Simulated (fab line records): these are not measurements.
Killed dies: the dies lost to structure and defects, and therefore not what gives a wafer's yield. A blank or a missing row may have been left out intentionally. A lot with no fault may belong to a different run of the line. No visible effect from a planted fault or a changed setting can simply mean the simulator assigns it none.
Split-lot trial | flow n5 finfet | 7 lots, 21 wafers read, on a route of 1938 steps

THE SPLIT
At N5_BEOL_M5_ETCH_41 (etches SiCN in CH3F/O2, target depth 31.5 nm, time 56.7 s), the setting source w was moved away from the recipe's 395 W on 6 of the 21 wafers read, by -6.9% to +15.5%. For the rest of the wafers, this setting stayed at what the recipe calls for.

The reading is taken at the split's own step.

THE READING
rf vpp V, in V, at N5_BEOL_M5_ETCH_41 (etches SiCN in CH3F/O2, target depth 31.5 nm, time 56.7 s). On this fab line, fault-free wafers typically give 296.7 V with a standard deviation of 1.8 V.

wafer  | tool, chamber at the split | source w as run, W | against the recipe | rf vpp V, V | against lot-mates on the recipe
L074.3 | rie diel-06, 3             | 395                | recipe             | 296.3       | -
L074.4 | rie diel-06, 1             | 456.2              | +15.5%             | 281.1       | -15.2
L074.6 | rie diel-06, 0             | 456.2              | +15.5%             | 284.2       | -12.1
L083.2 | rie diel-02, 1             | 395                | recipe             | 294.9       | -
L083.3 | rie diel-02, 3             | 395                | recipe             | 297.5       | -
L083.6 | rie diel-02, 1             | 367.7              | -6.9%              | 302.6       | +6.4
L084.1 | rie diel-02, 3             | 395                | recipe             | 295.7       | -
L084.2 | rie diel-02, 1             | 395                | recipe             | 295.7       | -
L084.5 | rie diel-02, 1             | 395                | recipe             | 293.8       | -
L085.1 | rie diel-06, 2             | 395                | recipe             | 299.6       | -
L085.2 | rie diel-06, 1             | 395                | recipe             | 295.2       | -
L085.6 | rie diel-06, 1             | 395                | recipe             | 294.3       | -
L089.1 | rie diel-06, 1             | 395                | recipe             | 295.3       | -
L089.2 | rie diel-06, 0             | 395                | recipe             | 298.2       | -
L089.4 | rie diel-06, 3             | 395                | recipe             | 294.1       | -
L092.2 | rie diel-02, 1             | 455.5              | +15.3%             | 281.1       | -14.9
L092.4 | rie diel-02, 3             | 455.5              | +15.3%             | 283.1       | -12.9
L092.6 | rie diel-02, 1             | 395                | recipe             | 296.0       | -
L096.2 | rie diel-02, 3             | 395                | recipe             | 294.2       | -
L096.4 | rie diel-02, 0             | 438.1              | +10.9%             | 287.0       | -7.5
L096.5 | rie diel-02, 1             | 395                | recipe             | 294.8       | -

FIT RESULTS
A straight line over all 21 wafers: rf vpp V changes by -0.869 V for each +1% of source w; r = -0.97; the points scatter about the line by 1.6 V.
The same after taking each lot's own level away (the mean of its wafers on the recipe; 21 wafers): -0.877 V for each +1%; r = -0.97; scatter 1.5 V.
That fit puts the effect of the largest move of source w on the reading at 14 V.
From 294.50 to 296.37 V: that is the span of the lots' own levels, equal to 1.0 times the standard deviation above.
The two slopes agree, so the slope changes little with the lot-to-lot level.
Check: -13.1 V against its lot-mates is what the line predicts for one of the wafers moved furthest among these (+15.5%) when that wafer is left out of the fit. It came out at -15.2 V against them.
Tool readings at the split's step, against how far the setting was moved: rf vpp V r = -0.97.

OTHER SPLITS ON THESE WAFERS
Before the reading, these wafers also passed through other splits. Each is held against what the fit with the lots' levels taken away leaves over:
other split on the same wafers   | wafers away from the commonest value | r with rf vpp V (lot level and that fit taken away)
N5_BEOL_M3_COAT_61 spin rpm      | 8                                    | +0.10
N5_BEOL_M3_COAT_67 spin rpm      | 4                                    | +0.26
N5_BEOL_M3_COAT_22 spin rpm      | 8                                    | +0.14
N5_BEOL_M4_DESCUM_33 time s      | 9                                    | +0.40
N5_BEOL_M4_ETCH_69 cf4 flow sccm | 8                                    | +0.00
N5_BEOL_M5_VIA_ETCH_34 source w  | 6                                    | +0.08

FILE'S OWN FIT
rf vpp V changes by -0.856 V for each +1% of source w, r = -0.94.
